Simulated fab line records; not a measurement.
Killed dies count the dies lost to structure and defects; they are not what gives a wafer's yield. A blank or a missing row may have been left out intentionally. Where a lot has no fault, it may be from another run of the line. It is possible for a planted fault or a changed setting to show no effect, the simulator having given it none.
fab line records | flow n5Finfet
record lots=10 wafers=29 lastDay=18
route steps=1938 shown HKMG_FIN@403 PASSIVATION@1936
lots untouched by any fault: they come from a run of this same line in which no faults occurred
startH: hours from the record's first day to the start of the lot's first wafer shown | waitH: hours since the lot's step before | " the same as in the row above | L1.1+2: a row that stands for several wafers | - value missing, or start not given | * or withheld: withheld | < > ~ a bound
route shown NAME@n: NAME is a module with steps in the file, n the number in the route of the first one | usual: average and standard deviation across the fault-free wafers | same: alike in all rows | chamber/n: place in a boat | sites: readings site by site | _std_site: how widely they spread, as a standard deviation | _edge_site: outer sites' mean less inner sites' | radiusMm: for every site, how far away it sits from the centre of the wafer | mask NAME#n: copy n | behind: the last tool/chamber to shape the wafer | hold: cause of the lot's hold/its duration in hours/its outcome | device: whichever transistor did not switch (one of n, p or np) | end of line: the route-end tests of the same wafers | where a step has no rows: the recipe by itself | killed: count of dies lost to structure and defects at first sort (not the wafer's yield) | map: the dies of a wafer, with x for killed, . for not killed, _ for no die there
set.NAME: setting as actually run; set.NAME@STEP: the setting as run at that earlier step | model.NAME: the simulator's own value behind a step, which no gauge read
the route's steps for a sample of lots (tables are steps, rows are wafers)
services: when a tool's chamber went out of use (startH, in hours from the record's first day, below 0 if earlier), for how many hours, and the reason
## steps
# step N5_HKMG_FIN_ETCH_55
# recipe chemistry=N2/H2 target=SOC targetDepthA=2400 tempC=40 timeS=300 ionEnergyEv=200 maskMaterial=SiARC pressureMtorr=30 sourceW=840 biasW=150 n2FlowSccm=200 h2FlowSccm=200
# usual biasW=150.0/0.42 drypumpMotorCurrentA=5.7/0.36 oesProductAu=0.79/0.099 rfVppV=524/3.4 showerheadPlenumPTorr=2.53/0.12 throttleValvePct=17.98/0.2
# columns lot.wafer tool chamber startH waitH biasW drypumpMotorCurrentA oesProductAu rfHoursCounterH rfVppV showerheadPlenumPTorr throttleValvePct
L302.1 rieDiel-05 3 96.12 0.0 149.6 4.9 0.93 15 528 2.72 17.85
L302.5 " 1 " " 149.6 5.5 0.94 - 525 2.60 18.04
L302.6 " 2 " " 150.4 5.8 0.79 - 519 2.35 18.21
L303.4 rieDiel-05 2 99.51 0.0 149.6 5.8 0.80 129 519 2.35 18.21
L303.5 " 1 " " 149.7 5.5 0.94 - 526 2.60 18.03
L303.6 " 0 " " 149.9 5.4 0.73 - 523 2.52 18.12
L304.3 rieDiel-03 1 107.63 0.0 149.2 5.8 0.68 225 527 2.61 17.93
L304.6 " 0 " " 149.9 5.8 0.75 - 519 2.36 18.06
L305.2 rieDiel-05 0 112.63 0.0 151.0 5.4 0.71 218 524 2.52 18.11
L305.4 " 2 " " 149.6 5.9 0.78 132 519 2.35 18.22
L305.5 " 2 " " 150.5 5.9 0.79 - 519 2.35 18.21
L310.2 rieDiel-03 0 147.29 0.0 150.0 5.7 0.75 150 518 2.36 18.09
L310.5 " 0 " " 150.5 5.7 0.75 - 519 2.36 18.07
L310.6 " 3 " " 150.2 5.5 0.68 - 525 2.61 17.88
L313.1 rieDiel-03 1 162.44 0.0 149.9 5.8 0.65 247 526 2.60 17.97
L313.5 " 0 " " 149.4 5.7 0.74 - 519 2.35 18.09
L313.6 " 3 " " 149.8 5.5 0.68 - 525 2.61 17.87
L315.2 rieDiel-03 0 173.58 0.1 150.1 5.8 0.73 161 518 2.35 18.10
L315.3 " 0 " " 150.5 5.7 0.73 - 517 2.35 18.08
L315.6 " 3 " " 150.0 5.5 0.68 - 525 2.61 17.90
L316.1 rieDiel-04 1 179.83 0.0 150.4 6.0 0.95 7 521 2.50 17.64
L316.2 " 3 " " 148.7 6.4 0.69 232 524 2.51 18.36
L316.3 " 0 " " 149.7 6.2 0.88 32 529 2.71 18.12
L317.2 rieDiel-04 3 187.88 0.0 150.0 6.5 0.68 234 523 2.51 18.37
L317.3 " 2 " " 149.4 6.0 0.88 47 523 2.48 17.82
L317.4 " 0 " " 149.7 6.2 0.89 34 528 2.71 18.10
L320.1 rieDiel-03 1 206.39 0.0 150.1 5.8 0.96 4 524 2.60 17.54
L320.2 " 0 " " 149.8 5.7 0.72 176 519 2.35 18.13
L320.4 " 1 " " 150.4 5.8 0.96 - 528 2.60 17.52
# step N5_HKMG_FIN_STRIP_93
# recipe chemistry=N2/H2 material=SOC timeS=20 powerW=500 tempC=40 pressureMtorr=50 rfFrequencyHz=6e+07 biasPowerW=8 h2Frac=0.5 n2FlowSccm=300 h2FlowSccm=300
# usual drypumpMotorCurrentA=5.7/0.36 oesProductAu=0.78/0.098 rfVppV=54.2/0.85 showerheadPlenumPTorr=3.35/0.15 throttleValvePct=19.20/0.29
# columns lot.wafer tool chamber startH waitH drypumpMotorCurrentA oesProductAu rfHoursCounterH rfVppV showerheadPlenumPTorr throttleValvePct
L302.1 rieDiel-05 3 96.76 0.2 4.9 0.93 16 54.2 3.58 19.29
L302.5 " 1 " " 5.5 0.92 - 54.1 3.43 19.55
L302.6 " 2 " " 5.9 0.78 - 53.0 3.12 19.54
L303.4 rieDiel-05 2 100.15 0.2 5.8 0.78 129 52.9 3.12 19.56
L303.5 " 1 " " 5.5 0.92 - 54.0 3.43 19.55
L303.6 " 0 " " 5.4 0.72 - 52.5 3.33 19.09
L304.3 rieDiel-03 1 108.26 0.2 5.8 0.67 226 54.6 3.45 19.38
L304.6 " 0 " " 5.7 0.75 - 53.7 3.13 19.11
L305.2 rieDiel-05 0 113.26 0.2 5.4 0.72 218 54.4 3.32 19.11
L305.4 " 2 " " 5.9 0.78 133 54.5 3.12 19.58
L305.5 " 2 " " 5.9 0.78 - 54.1 3.11 19.56
L310.2 rieDiel-03 0 147.93 0.2 5.8 0.75 151 54.0 3.12 19.16
L310.5 " 0 " " 5.7 0.75 - 54.5 3.12 19.14
L310.6 " 3 " " 5.6 0.68 - 56.4 3.44 18.87
L313.1 rieDiel-03 1 163.08 0.2 5.8 0.66 248 53.8 3.44 19.41
L313.5 " 0 " " 5.8 0.73 - 54.9 3.12 19.16
L313.6 " 3 " " 5.5 0.68 - 53.6 3.44 18.86
L315.2 rieDiel-03 0 174.54 0.4 5.7 0.73 162 52.5 3.12 19.16
L315.3 " 0 " " 5.8 0.73 - 52.6 3.12 19.17
L315.6 " 3 " " 5.6 0.67 - 54.6 3.44 18.88
L316.1 rieDiel-04 1 180.47 0.2 6.0 0.95 8 53.0 3.31 18.92
L316.2 " 3 " " 6.4 0.68 232 54.0 3.32 19.54
L316.3 " 0 " " 6.2 0.89 33 53.6 3.57 19.50
L317.2 rieDiel-04 3 188.52 0.2 6.5 0.69 234 54.1 3.32 19.51
L317.3 " 2 " " 6.0 0.88 48 53.5 3.27 19.06
L317.4 " 0 " " 6.2 0.88 35 54.7 3.57 19.49
L320.1 rieDiel-03 1 207.03 0.2 5.8 0.97 5 53.7 3.43 19.02
L320.2 " 0 " " 5.7 0.72 176 54.1 3.11 19.19
L320.4 " 1 " " 5.8 0.97 - 55.1 3.43 19.02
# step N5_HKMG_FIN_PEB_10
# recipe pebTempC=withheld pebTimeS=60 resist=CAR-ArF
# usual resistLineTempC=22.99/0.094
# columns lot.wafer tool chamber startH waitH resistLineTempC
L302.1 lithoTrack-04 0 99.22 0.1 22.99
L302.5 " 0 " " 23.12
L302.6 " 0 " " 22.98
L303.4 lithoTrack-04 0 102.71 0.0 22.98
L303.5 " 0 " " 22.86
L303.6 " 0 " " 22.98
L304.3 lithoTrack-03 0 110.62 0.0 22.97
L304.6 " 0 " " 23.00
L305.2 lithoTrack-01 0 115.76 0.1 22.96
L305.4 " 0 " " 22.85
L305.5 " 0 " " 22.87
L310.2 lithoTrack-03 0 150.29 0.0 23.13
L310.5 " 0 " " 23.18
L310.6 " 0 " " 22.88
L313.1 lithoTrack-03 0 165.58 0.1 22.99
L313.5 " 0 " " 22.99
L313.6 " 0 " " 22.97
L315.2 lithoTrack-04 0 177.15 0.0 23.06
L315.3 " 0 " " 22.91
L315.6 " 0 " " 23.01
L316.1 lithoTrack-03 0 182.83 0.1 23.08
L316.2 " 0 " " 22.88
L316.3 " 0 " " 22.90
L317.2 lithoTrack-01 0 191.01 0.0 22.89
L317.3 " 0 " " 23.00
L317.4 " 0 " " 22.91
L320.1 lithoTrack-04 0 209.85 0.1 23.10
L320.2 " 0 " " 23.09
L320.4 " 0 " " 23.24
# step N5_HKMG_FIN_CD_MEAS_12
# recipe targetCdNm=92.8 landingEnergyEv=500 detector=seInlens
# usual cdNm=92.9/0.68
# columns lot.wafer tool chamber startH waitH cdNm
L302.1 cdSem-01 0 99.29 - 92.4
L302.5 " 0 " " 92.4
L302.6 " 0 " " 92.0
L303.4 cdSem-02 0 102.77 - 92.9
L303.5 " 0 " " 92.4
L303.6 " 0 " " 92.2
L304.3 cdSem-02 0 110.69 - 92.4
L304.6 " 0 " " 92.7
L305.2 cdSem-02 0 115.83 - 93.4
L305.4 " 0 " " 93.1
L305.5 " 0 " " 93.0
L310.2 cdSem-01 0 150.35 - 93.0
L310.5 " 0 " " 93.4
L310.6 " 0 " " 92.9
L313.1 cdSem-02 0 165.65 - 95.6
L313.5 " 0 " " 95.0
L313.6 " 0 " " 95.6
L315.2 cdSem-01 0 177.22 - 93.7
L315.3 " 0 " " 92.9
L315.6 " 0 " " 93.0
L316.1 cdSem-02 0 182.90 - 96.8
L316.2 " 0 " " 96.1
L316.3 " 0 " " 96.6
L317.2 cdSem-02 0 191.07 - 92.3
L317.3 " 0 " " 93.4
L317.4 " 0 " " 93.1
L320.1 cdSem-02 0 209.92 - 93.2
L320.2 " 0 " " 92.6
L320.4 " 0 " " 93.2
# step N5_HKMG_FIN_ETCH_32
# recipe chemistry=N2/H2 target=SOC targetDepthA=2400 tempC=40 timeS=300 ionEnergyEv=200 maskMaterial=SiARC pressureMtorr=30 sourceW=840 biasW=150 n2FlowSccm=200 h2FlowSccm=200
# usual biasW=150.0/0.5 drypumpMotorCurrentA=5.7/0.33 oesProductAu=0.78/0.097 rfVppV=523/3.4 showerheadPlenumPTorr=2.53/0.11 throttleValvePct=17.96/0.19
# columns lot.wafer tool chamber startH waitH biasW drypumpMotorCurrentA oesProductAu rfHoursCounterH rfVppV showerheadPlenumPTorr throttleValvePct
L302.1 rieDiel-03 1 99.47 0.0 149.8 5.8 0.67 222 526 2.61 17.92
L302.5 " 3 " " 150.2 5.5 0.70 - 527 2.62 17.85
L302.6 " 0 " " 149.5 5.7 0.76 - 518 2.36 18.05
L303.4 rieDiel-05 1 102.95 0.0 149.8 5.4 0.91 24 526 2.60 18.03
L303.5 " 1 " " 150.3 5.5 0.93 - 525 2.60 18.02
L303.6 " 0 " " 149.6 5.4 0.73 - 524 2.52 18.09
L304.3 rieDiel-03 2 110.87 0.0 149.7 5.6 0.74 149 523 2.53 17.65
L304.6 " 1 " " 150.1 5.8 0.67 - 527 2.61 17.92
L305.2 rieDiel-04 2 116.22 0.0 150.0 6.0 0.94 19 523 2.49 17.78
L305.4 " 3 " " 149.8 6.4 0.71 - 522 2.52 18.32
L305.5 " 1 " " 150.4 6.0 0.68 - 523 2.51 17.99
L310.2 rieDiel-03 3 150.53 0.0 149.6 5.5 0.69 229 526 2.61 17.87
L310.5 " 2 " " 149.5 5.6 0.72 - 524 2.52 17.68
L310.6 " 1 " " 150.4 5.8 0.66 - 526 2.61 17.95
L313.1 rieDiel-05 0 165.96 0.0 150.2 5.5 0.71 235 523 2.51 18.14
L313.5 " 3 " " 148.9 4.9 0.88 - 528 2.71 17.89
L313.6 " 2 " " 149.8 5.8 0.77 - 517 2.34 18.25
L315.2 rieDiel-03 0 177.44 0.1 150.0 5.7 0.75 164 516 2.35 18.10
L315.3 " 3 " " 150.0 5.5 0.68 - 525 2.60 17.88
L315.6 " 0 " " 150.2 5.7 0.75 - 518 2.35 18.12
L316.1 rieDiel-03 2 183.08 0.0 150.6 5.6 0.72 174 523 2.52 17.70
L316.2 " 3 " " 149.5 5.5 0.67 242 525 2.60 17.90
L316.3 " 0 " " 150.5 5.7 0.74 166 519 2.35 18.10
L317.2 rieDiel-03 3 191.50 0.0 150.3 5.6 0.67 247 525 2.60 17.91
L317.3 " 0 " " 149.1 5.7 0.74 170 518 2.35 18.12
L317.4 " 0 " " 149.7 5.7 0.73 - 518 2.35 18.12
L320.1 rieDiel-03 1 210.41 0.0 150.1 5.8 0.97 6 526 2.60 17.55
L320.2 " 2 " " 151.4 5.6 0.71 185 522 2.51 17.73
L320.4 " 0 " " 149.5 5.7 0.72 - 518 2.35 18.14
# step N5_PASSIVATION_PROBE_49
# usual defectLimitedYield=91.0/1.4 killed_at_M0_to_M3=36/10 killed_at_M4_up=15/5 killedAtContacts=12/6.1 killedAtFrontEnd=40/13 killedAtOther=3.8/2.9 killedDies=106/16 killedOnRim=14/4.1 killedOpen=68/12 killedShort=35/8.2 sort_bin_5_function=5.2/0.9 sort_bin_6_memory=3.4/0.71 sort_bin_8_speed=0.0/0.46 sortNPass=1073/17 sortYieldPct=91.0/1.5
# same grossDies=1180 killedAtBackSide=0 sort_bin_4_leakage[%]=0
# columns lot.wafer tool chamber startH waitH defectLimitedYield[%] killed_at_M0_to_M3 killed_at_M4_up killedAtContacts killedAtFrontEnd killedAtOther killedDies killedOnRim killedOpen killedShort sort_bin_5_function[%] sort_bin_6_memory[%] sort_bin_8_speed[%] sortNPass sortYieldPct[%]
L315.6 prober-01 - 391.72 0.3 90.8 36 23 7 40 3 109 24 74 31 5.4 3.4 0 1071 90.8
L316.1 prober-01 - 412.87 0.0 89.8 47 4 14 53 2 120 12 81 39 6.2 3.9 0 1060 89.8
L316.2 prober-01 - 412.92 0.1 92.0 27 11 11 38 7 94 16 53 33 4.6 2.7 0 1086 92.0
# killed by level:class
L315.6 FIN_SAQP:geometricParticle:short=14 FIN_SAQP:geometricParticle:open=10 STI_FIN_REVEAL:geometricParticle:open=8 BEOL_M0_SAQP:geometricParticle:open=7 BEOL_M0_SAQP:geometricParticle:short=7 BEOL_M3:geometricParticle:open=7 BEOL_M4:geometricParticle:open=7 MOL_CONTACT_COAG:geometricParticle:open=6
L316.1 FIN_SAQP:geometricParticle:open=17 MOL_CONTACT_COAG:geometricParticle:open=13 BEOL_M0_SAQP:geometricParticle:short=13 BEOL_M3:geometricParticle:open=10 BEOL_M0_SAQP:geometricParticle:open=9 FIN_SAQP:geometricParticle:short=8 STI_FIN_REVEAL:geometricParticle:open=5 BEOL_M1:geometricParticle:open=5
L316.2 FIN_SAQP:geometricParticle:open=8 MOL_CONTACT_COAG:geometricParticle:open=8 BEOL_M0_SAQP:geometricParticle:short=7 BEOL_M2:geometricParticle:open=7 FIN_SAQP:geometricParticle:short=5 DUMMY_GATE:geometricParticle:open=5 BEOL_M0_SAQP:geometricParticle:open=5 STARTING-WAFER:geometricParticle:open=4
## services
# columns tool chamber startH hours kind
lithoTrack-03 - 106.77 - consumableReplace:filter
rieDiel-04 2 111.08 2.3 repair
rieDiel-04 0 114.22 9.2 repair
rieDiel-05 1 122.72 2.8 repair
rieDiel-04 0 124.38 7.7 repair
rieDiel-03 0 133.02 5.2 repair
rieDiel-04 1 150.11 - clean
rieDiel-04 1 150.11 - consumableReplace:focusRing
rieDiel-04 1 150.11 11.2 scheduledDown
rieDiel-04 1 150.11 11.2 ventCycle
rieDiel-04 3 151.07 9.0 repair
rieDiel-03 1 170.66 - clean
rieDiel-03 1 170.66 - consumableReplace:focusRing
rieDiel-03 1 170.66 24.9 scheduledDown
rieDiel-03 1 170.66 24.9 ventCycle
rieDiel-03 2 172.34 8.9 repair
rieDiel-03 3 201.91 - clean
rieDiel-03 3 201.91 - consumableReplace:focusRing
rieDiel-03 3 201.91 19.4 scheduledDown
rieDiel-03 3 201.91 19.4 ventCycle
## key
firstSign step=N5_HKMG_FIN_CD_MEAS_12 reading=cdNm direction=up sigmas=4.5 usual=92.9 struck=95.9 through=controlLoop
effect none on later readings
metAt N5_HKMG_FIN_PEB_10
struckLots L313,L316
rowsEnd L313.1,L313.5,L316.3
loopTrim step=N5_HKMG_FIN_EXPOSE_09 setting=dose lots=L316
notActingAt N5_HKMG_FIN_ETCH_55,N5_HKMG_FIN_STRIP_93,N5_HKMG_FIN_ETCH_32
onsetBetween 150.29 165.58
fault kind=processParameterDrift tool=lithoTrack-03 chamber=- onsetH=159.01 steps=N5_HKMG_FIN_PEB_10 channel=pebTempC offset=withheld shape=step actsIn=*
# rowsEnd: these wafers met a further fault down the route, and their rows from its step on are left out
# loopTrim: a control loop set the setting to another value than it would have without faults
